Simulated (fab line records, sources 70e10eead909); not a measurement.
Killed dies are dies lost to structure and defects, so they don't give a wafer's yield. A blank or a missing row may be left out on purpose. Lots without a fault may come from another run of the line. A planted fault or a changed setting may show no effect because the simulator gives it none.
fab line records | flow nand_harc
record lots=11 wafers=33 last_day=24
route steps=1159 shown A_SGD_CUT@767 A_SLIT@780 A_SIN_REMOVE@808 END@1159
lots that met no fault: from a run of the same line without faults
start_h: hours from the record's first day to the start of the lot's first wafer shown | wait_h: hours since the lot's step before | " the same as in the row above | L1.1+2: a row that stands for several wafers | - no value, or no start given | * or withheld: withheld | < > ~ a bound
route shown NAME@n: a module of which the file shows steps, and the number in the route of the first | usual: mean/standard deviation of fault-free wafers | same: alike in all rows | chamber/n: place in a boat | sites: the reading at each site | _std_site: their standard deviation | _edge_site: outer sites' mean less inner sites' | radius_mm: how far each site lies from the wafer's centre | mask NAME#n: copy n | behind: the tool/chamber that last shaped the wafer | hold: why the lot was held/for how many hours/how that ended | device: the transistor (n, p or np) that didn't switch | end of line: the same wafers' tests at the end of the route | a step without rows: its recipe alone | killed: dies lost to structure and defects at the first sort, not the wafer's yield | map: a wafer's dies, x killed, . not, _ none there
set.NAME: the setting as run; set.NAME@STEP: as run at that earlier step | model.NAME: the simulator's own value behind a step, which no gauge read
steps of the route over a sample of lots; a table a step, a row a wafer
services: from which hour (start_h, from the record's first day; less than 0 if before it) a tool's chamber was out of use, for how many hours, and why
## steps
# step NHARC_A_SGD_CUT_STRIP_17
# recipe o2_flow_sccm=500 ar_flow_sccm=0 bias_w=0 chemistry=O2
# usual drypump_motor_current_A=5.7/0.45 mfc_ar_sccm=0.007/0.0073 oes_product_au=0.998/0.0092 rf_vpp_V=57.7/0.88 showerhead_plenum_p_Torr=3.54/0.14 throttle_valve_pct=17.035/0.0093
# columns lot.wafer tool chamber start_h wait_h drypump_motor_current_A mfc_ar_sccm oes_product_au rf_hours_counter_h rf_vpp_V showerhead_plenum_p_Torr throttle_valve_pct
L267.3 rie_diel-11 1 309.50 0.1 5.7 0.012 0.993 - 57.9 3.55 17.024
L267.4 " 2 " " 5.8 0 1.000 - 58.5 3.63 17.025
L267.5 " 1 " " 5.7 0.012 0.987 - 56.0 3.55 17.037
L269.1 rie_diel-11 3 - - 5.8 0.006 0.988 12 58.8 3.59 17.027
L269.4 " 1 " " 5.7 0.012 1.005 11 57.7 3.55 17.043
L269.2 " 2 " " 5.8 0 1.007 10 58.1 3.63 17.028
L271.3 rie_diel-11 0 - - 6.6 0.022 0.999 13 57.7 3.34 17.032
L271.1 " 1 " " 5.7 0.012 0.991 13 57.3 3.55 17.029
L271.5 " 3 " " 5.8 0.006 0.978 - 56.7 3.59 17.051
L272.4 rie_diel-07 0 - - 6.3 0.013 0.992 11 58.1 3.67 17.050
L272.1 " 3 " " 5.3 0.003 0.992 11 58.3 3.58 17.051
L272.5 " 1 " " 4.9 0 1.018 - 57.3 3.37 17.043
L278.3 rie_diel-11 3 - - 5.8 0.006 0.988 1 59.1 3.58 17.048
L278.1 " 1 " " 5.7 0.012 0.990 2 56.4 3.55 17.025
L278.5 " 0 " " 6.6 0.022 0.990 - 56.8 3.34 17.049
L282.2 rie_diel-11 2 - - 5.8 0 0.990 4 58.2 3.62 17.047
L282.4 " 2 " " 5.8 0 0.999 - 57.9 3.62 17.044
L282.6 " 3 " " 5.8 0.006 0.986 - 55.8 3.58 17.044
L283.1 rie_diel-10 0 - - 5.2 0.002 1.000 5 56.9 3.75 17.052
L283.2 " 3 " " 5.6 0.003 1.004 5 58.3 3.41 17.030
L283.6 " 1 " " 5.4 0 1.007 - 60.0 3.77 17.027
L285.3 rie_diel-11 3 - - 5.8 0.006 0.987 6 58.6 3.58 17.022
L285.1 " 1 " " 5.7 0.012 0.988 2 58.0 3.55 17.056
L285.5 " 3 " " 5.8 0.006 0.994 - 59.0 3.58 17.023
L286.4 rie_diel-11 2 - - 5.8 0 0.986 7 57.3 3.62 17.053
L286.2 " 3 " " 5.8 0.006 0.984 8 58.2 3.58 17.047
L286.6 " 2 " " 5.8 0 0.995 - 57.2 3.62 17.032
L289.2 rie_diel-10 2 - - 5.4 0.009 0.989 6 58.5 3.39 17.015
L289.1 " 3 " " 5.5 0.003 1.009 7 58.6 3.41 17.035
L289.5 " 0 " " 5.3 0.002 0.998 - 56.6 3.75 17.039
L288.3 rie_diel-11 1 - - 5.7 0.012 0.988 5 57.2 3.55 17.038
L288.4 " 0 " " 6.6 0.022 0.996 9 56.8 3.33 17.022
L288.5 " 1 " " 5.7 0.012 0.992 - 56.9 3.55 17.036
# step NHARC_A_SGD_CUT_CMP_21
# recipe target_thk_nm=148.19
# usual motor_current_A=11.8/0.92 time_to_endpoint_s=49.7/2.7
# columns lot.wafer tool chamber start_h wait_h motor_current_A time_to_endpoint_s
L267.3 cmp-04 3 314.08 0.4 10.4 49.0
L267.4 " 1 " " 10.6 51.4
L267.5 " 2 " " 12.3 52.0
L269.2 cmp-04 2 327.20 0.4 12.7 54.2
L269.4 " 3 " " 10.4 48.3
L269.1 " 0 " " 13.2 54.8
L272.4 cmp-01 1 345.81 0.4 13.3 51.0
L272.1 " 2 " " 11.5 50.0
L272.5 " 2 " " 11.7 50.8
L271.3 cmp-02 3 345.84 0.4 10.2 51.5
L271.1 " 0 " " 12.8 45.6
L271.5 " 2 " " 12.3 50.6
L278.3 cmp-01 2 393.98 0.4 11.0 49.9
L278.1 " 0 " " 12.0 48.9
L278.5 " 2 " " 11.4 47.7
L283.1 cmp-02 0 418.08 0.4 12.6 47.5
L283.2 " 3 " " 10.1 49.0
L283.6 " 0 " " 12.7 50.0
L282.4 cmp-04 2 418.08 0.4 12.3 52.9
L282.2 " 1 " " 11.3 52.0
L282.6 " 2 " " 11.7 51.2
L285.1 cmp-04 3 426.76 0.4 10.8 52.5
L285.3 " 0 " " 12.6 53.6
L285.5 " 1 " " 10.9 50.0
L286.2 cmp-02 3 440.24 0.4 10.7 49.7
L286.4 " 1 " " 12.4 50.2
L286.6 " 2 " " 10.6 45.3
L289.1 cmp-01 2 440.24 0.4 11.4 46.5
L289.2 " 0 " " 12.2 46.5
L289.5 " 2 " " 11.5 49.0
L288.4 cmp-02 0 444.32 0.4 12.7 43.9
L288.3 " 1 " " 12.2 50.9
L288.5 " 3 " " 9.7 48.3
# step NHARC_A_SLIT_DEP_00
# recipe target_thk_a=32000 temp_c=400 material=aC
# usual throttle_valve_pct=35.000/0.0091
# columns lot.wafer tool chamber start_h wait_h throttle_valve_pct
L267.3 acl_dep-01 0 316.17 - 35.001
L267.4 " 0 " " 35.003
L267.5 " 0 " " 34.993
L269.1 acl_dep-01 0 328.30 - 35.000
L269.2 " 0 " " 34.995
L269.4 " 0 " " 34.994
L271.1 acl_dep-01 0 346.91 - 35.003
L271.3 " 0 " " 35.005
L271.5 " 0 " " 34.991
L272.1 acl_dep-03 0 347.06 - 34.996
L272.4 " 0 348.06 - 35.002
L272.5 " 0 " " 35.005
L278.1 acl_dep-01 0 395.34 - 34.983
L278.3 " 0 " " 35.008
L278.5 " 0 " " 34.992
L282.2 acl_dep-01 0 419.57 - 35.011
L282.4 " 0 " " 35.006
L282.6 " 0 " " 34.990
L283.1 acl_dep-03 0 420.83 - 35.003
L283.2 " 0 " " 35.008
L283.6 " 0 422.46 - 34.992
L285.1 acl_dep-02 0 427.83 - 34.982
L285.3 " 0 " " 35.003
L285.5 " 0 " " 34.982
L289.1 acl_dep-03 0 441.35 - 35.008
L289.2 " 0 " " 34.993
L289.5 " 0 " " 34.989
L286.2 acl_dep-02 0 441.71 - 34.996
L286.4 " 0 " " 34.996
L286.6 " 0 " " 34.994
L288.3 acl_dep-03 0 446.32 - 35.012
L288.4 " 0 " " 34.993
L288.5 " 0 " " 34.988
# step NHARC_A_SLIT_INSPECT_11
# usual raw_defect_count=22/9.6
# columns lot.wafer tool chamber start_h wait_h raw_defect_count
L267.3 defect_inspect-01 - 318.32 0.0 17
L267.4 " - " " 23
L267.5 " - " " 18
L269.1 defect_inspect-02 - 331.10 0.0 12
L269.2 " - " " 13
L269.4 " - " " 5
L271.1 defect_inspect-02 - 349.67 0.0 8
L271.3 " - " " 10
L271.5 " - " " 9
L272.1 defect_inspect-02 - 349.90 0.0 7
L272.4 " - " " 14
L272.5 " - " " 15
L278.1 defect_inspect-01 - 398.18 0.0 479
L278.3 " - " " 421
L278.5 " - " " 460
L282.2 defect_inspect-02 - 421.91 0.0 440
L282.4 " - " " 429
L282.6 " - " " 448
L283.1 defect_inspect-02 - 423.51 0.0 12
L283.2 " - " " 9
L283.6 " - " " 11
L285.1 defect_inspect-02 - 430.64 0.1 37
L285.3 " - " " 24
L285.5 " - " " 32
L289.1 defect_inspect-01 - 444.15 0.0 34
L289.2 " - " " 36
L289.5 " - " " 26
L286.2 defect_inspect-02 - 444.30 0.0 32
L286.4 " - " " 44
L286.6 " - " " 27
L288.3 defect_inspect-01 - 448.45 0.0 17
L288.4 " - " " 15
L288.5 " - " " 19
# step NHARC_A_SLIT_ETCH_26
# recipe bias_v=400 source_w=2000 pressure_mtorr=25 time_s=90 ar_flow_sccm=375 c4f8_flow_sccm=41.7 o2_flow_sccm=83.3 target_depth_a=4000 chemistry=C4F8/O2/Ar
# usual drypump_motor_current_A=5.7/0.63 he_backside_leak_sccm=6.0/0.87 mfc_ar_sccm=375.0/1.2 showerhead_plenum_p_Torr=3.76/0.085 throttle_valve_pct=27.621/0.0086
# columns lot.wafer tool chamber start_h wait_h drypump_motor_current_A he_backside_leak_sccm mfc_ar_sccm rf_hours_counter_h showerhead_plenum_p_Torr throttle_valve_pct
L267.4 har_etch-02 0 322.05 0.8 5.1 6.6 377.3 - 3.88 27.627
L267.3 " 1 " " 5.5 6.8 374.4 - 3.78 27.595
L267.5 " 0 " " 5.1 6.4 375.4 - 3.88 27.613
L269.2 har_etch-01 1 333.43 1.3 5.5 5.1 377.3 5 3.65 27.619
L269.1 " 0 " " 6.8 5.1 374.7 5 3.81 27.620
L269.4 " 1 " " 5.4 5.2 376.5 - 3.65 27.631
L271.1 har_etch-01 0 351.96 1.2 6.8 5.2 373.5 15 3.80 27.625
L271.3 " 0 " " 6.8 5.1 373.7 - 3.80 27.625
L271.5 " 1 " " 5.5 5.0 376.7 - 3.64 27.616
L272.1 har_etch-01 0 353.65 1.3 6.8 5.2 375.2 16 3.80 27.626
L272.4 " 1 " " 5.5 5.0 376.2 - 3.64 27.613
L272.5 " 1 " " 5.5 4.9 375.0 - 3.64 27.634
L278.1 har_etch-01 1 403.73 1.0 5.5 5.1 377.2 38 3.63 27.616
L278.3 " 0 " " 6.8 5.1 375.3 - 3.79 27.622
L278.5 " 0 " " 6.8 5.2 374.0 - 3.79 27.607
L282.2 har_etch-02 1 424.40 1.3 5.5 6.9 374.4 221 3.76 27.636
L282.4 " 1 " " 5.5 7.1 375.8 - 3.76 27.622
L282.6 " 0 " " 5.1 6.9 374.3 - 3.85 27.624
L283.1 har_etch-01 0 425.84 1.2 6.8 5.2 374.4 45 3.78 27.623
L283.2 " 1 " " 5.5 5.1 374.9 45 3.62 27.612
L283.6 " 0 " " 6.8 5.3 373.3 - 3.78 27.624
L285.1 har_etch-01 1 432.96 1.2 5.5 5.0 375.5 46 3.62 27.607
L285.3 " 1 " " 5.5 5.1 376.8 - 3.62 27.624
L285.5 " 1 " " 5.5 5.2 374.1 - 3.62 27.614
L289.1 har_etch-01 0 448.77 1.2 6.7 5.3 373.9 56 3.78 27.614
L289.2 " 1 " " 5.5 5.2 374.9 56 3.62 27.618
L289.5 " 1 " " 5.4 5.3 373.2 - 3.62 27.618
L286.2 har_etch-02 1 448.99 1.0 5.5 6.9 373.4 236 3.75 27.628
L286.4 " 0 " " 5.1 6.6 374.2 - 3.84 27.633
L286.6 " 0 " " 5.1 6.2 373.9 - 3.84 27.612
L288.3 har_etch-01 1 450.83 0.8 5.5 5.2 373.5 - 3.62 27.611
L288.4 " 0 " " 6.8 5.1 376.0 - 3.78 27.619
L288.5 " 1 " " 5.5 5.2 372.8 - 3.62 27.617
# step NHARC_A_SIN_REMOVE_INSPECT_04
# usual raw_defect_count=328/99
# columns lot.wafer tool chamber start_h wait_h raw_defect_count
L267.3 defect_inspect-02 - 329.14 0.0 206
L267.4 " - " " 271
L267.5 " - " " 443
L269.1 defect_inspect-01 - 342.32 0.0 228
L269.2 " - " " 290
L269.4 " - " " 290
L272.1 defect_inspect-02 - 360.81 0.0 290
L272.4 " - " " 290
L272.5 " - " " 331
L271.1 defect_inspect-01 - 360.81 0.0 278
L271.3 " - " " 505
L271.5 " - " " 443
L278.1 defect_inspect-01 - 410.77 0.0 731
L278.3 " - " " 615
L278.5 " - " " 703
L282.2 defect_inspect-02 - 433.22 0.0 922
L282.4 " - " " 952
L282.6 " - " " 955
L283.1 defect_inspect-02 - 433.23 0.0 147
L283.2 " - " " 333
L283.6 " - " " 148
L285.1 defect_inspect-02 - 441.85 0.0 252
L285.3 " - " " 207
L285.5 " - " " 211
L289.1 defect_inspect-02 - 463.70 0.0 209
L289.2 " - " " 271
L289.5 " - " " 255
L288.3 defect_inspect-02 - 463.71 0.0 255
L288.4 " - " " 354
L288.5 " - " " 384
L286.2 defect_inspect-01 - 463.74 0.0 296
L286.4 " - " " 235
L286.6 " - " " 320
# step NHARC_END_SORT_01
# recipe temp_c=25
# usual killed_at_array=27/11 killed_at_other=0.6/0.89 killed_at_periphery=3.0/2.4 killed_dies=31/12 killed_open=3.2/1.6 killed_short=2.0/1.5
# same gross_dies=677
# columns lot.wafer tool chamber start_h wait_h killed_at_array killed_at_other killed_at_periphery killed_dies killed_open killed_short
L278.1 prober-01 0 524.60 2.5 80 0 3 83 2 2
L278.3 prober-01 0 526.22 3.1 88 0 5 93 2 3
L278.5 prober-01 0 527.84 3.7 71 1 2 74 2 3
L282.2 prober-01 0 548.47 2.8 118 0 6 124 3 4
L282.4 prober-01 0 550.07 3.4 101 0 6 107 5 4
L282.6 prober-01 0 551.67 4.0 88 0 0 88 1 3
# killed by level:class
L278.1 A_SLIT:unspecified=57 A_CHANNEL_HOLE_D1:chamber_film_flake=11 A_CONTACT:chamber_film_flake=6 A_CHANNEL_FILL_D1:geometric_particle:short=1 A_WL_FILL:geometric_particle:open=1 A_M1:geometric_particle:open=1 A_M1:geometric_particle:short=1 P_ZERO_WELL:chamber_film_flake=1
L278.3 A_SLIT:unspecified=57 A_CHANNEL_HOLE_D1:chamber_film_flake=13 A_CONTACT:chamber_film_flake=10 P_ZERO_WELL:chamber_film_flake=3 A_WL_FILL:geometric_particle:short=2 A_ONON_D1:geometric_particle:short=1 A_ONON_D1:geometric_particle:open=1 A_BLC:geometric_particle:open=1
L278.5 A_SLIT:unspecified=55 A_CONTACT:chamber_film_flake=5 A_CHANNEL_HOLE_D1:chamber_film_flake=4 A_WL_FILL:geometric_particle:short=2 P_M0:chamber_film_flake=2 A_STAIRCASE:chamber_film_flake=2 A_WL_FILL:geometric_particle:open=1 A_CONTACT:geometric_particle:open=1
L282.2 A_SLIT:unspecified=56 A_CHANNEL_HOLE_D1:chamber_film_flake=24 A_SLIT:chamber_film_flake=21 A_CONTACT:chamber_film_flake=4 A_CHANNEL_FILL_D1:chamber_film_flake=3 P_M2:chamber_film_flake=2 A_STAIRCASE:chamber_film_flake=2 P_STI:geometric_particle:short=1
L282.4 A_SLIT:unspecified=56 A_CHANNEL_HOLE_D1:chamber_film_flake=20 A_SLIT:chamber_film_flake=11 A_CONTACT:geometric_particle:short=3 P_GATE:chamber_film_flake=3 A_STAIRCASE:chamber_film_flake=3 P_M0:geometric_particle:open=1 P_M2:geometric_particle:open=1
L282.6 A_SLIT:unspecified=57 A_SLIT:chamber_film_flake=15 A_CHANNEL_HOLE_D1:chamber_film_flake=5 A_CHANNEL_FILL_D1:chamber_film_flake=3 A_CONTACT:chamber_film_flake=2 A_CHANNEL_FILL_D1:geometric_particle:short=1 A_WL_FILL:geometric_particle:short=1 A_BLC:geometric_particle:open=1
## services
# columns tool chamber start_h hours kind
cmp-04 - 286.35 0.3 repair
cmp-04 - 288.57 1.2 repair
acl_dep-01 - 294.08 13.0 pm
cmp-04 - 301.06 4.0 pm
rie_diel-11 0 306.13 5.5 repair
har_etch-01 - 306.59 17.0 pm
rie_diel-11 3 308.18 4.2 repair
cmp-04 - 315.47 0.3 repair
cmp-02 - 324.52 4.0 pm
cmp-01 - 330.72 6.4 repair
cmp-04 - 336.60 1.8 repair
cmp-04 - 341.21 2.8 repair
cmp-01 - 346.05 1.5 repair
rie_diel-11 - 362.85 1.0 repair
rie_diel-11 - 366.50 9.0 pm
cmp-02 - 382.56 0.5 repair
rie_diel-11 1 388.87 23.6 repair
cmp-02 - 390.83 4.8 repair
rie_diel-11 2 396.24 2.6 repair
cmp-04 - 399.06 4.0 pm
acl_dep-03 - 405.60 13.0 pm
cmp-04 - 414.08 1.2 repair
cmp-02 - 422.52 4.0 pm
rie_diel-11 - 439.17 1.7 repair
## key
first_sign step=NHARC_A_SLIT_INSPECT_11 reading=raw_defect_count direction=up sigmas=44 usual=22 struck=446
effect step=NHARC_A_SIN_REMOVE_INSPECT_04 reading=raw_defect_count direction=up sigmas=4.9 usual=328 struck=813
effect step=NHARC_END_SORT_01 reading=killed_at_array direction=up sigmas=5.8 usual=27 struck=91
more_kills_born_at NHARC_A_SLIT_DEP_00@acl_dep-01=338
met_at NHARC_A_SLIT_DEP_00
struck_lots L278,L282
tester_left_out L278,L282
not_acting_at NHARC_A_SGD_CUT_STRIP_17,NHARC_A_SGD_CUT_CMP_21,NHARC_A_SLIT_ETCH_26
onset_between 346.91 395.34
fault kind=chamber_particle_source tool=acl_dep-01 chamber=- onset_h=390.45 steps=NHARC_A_SLIT_DEP_00 rate_per_visit_cm2=0.65851 end_h=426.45
# tester_left_out: of these lots the tester's yield and bins aren't shown, on N5 and GAA mostly nor the transistor test; their killed dies are dies lost to structure and defects alone, not to doping, threshold or leakage, so they don't give the yield
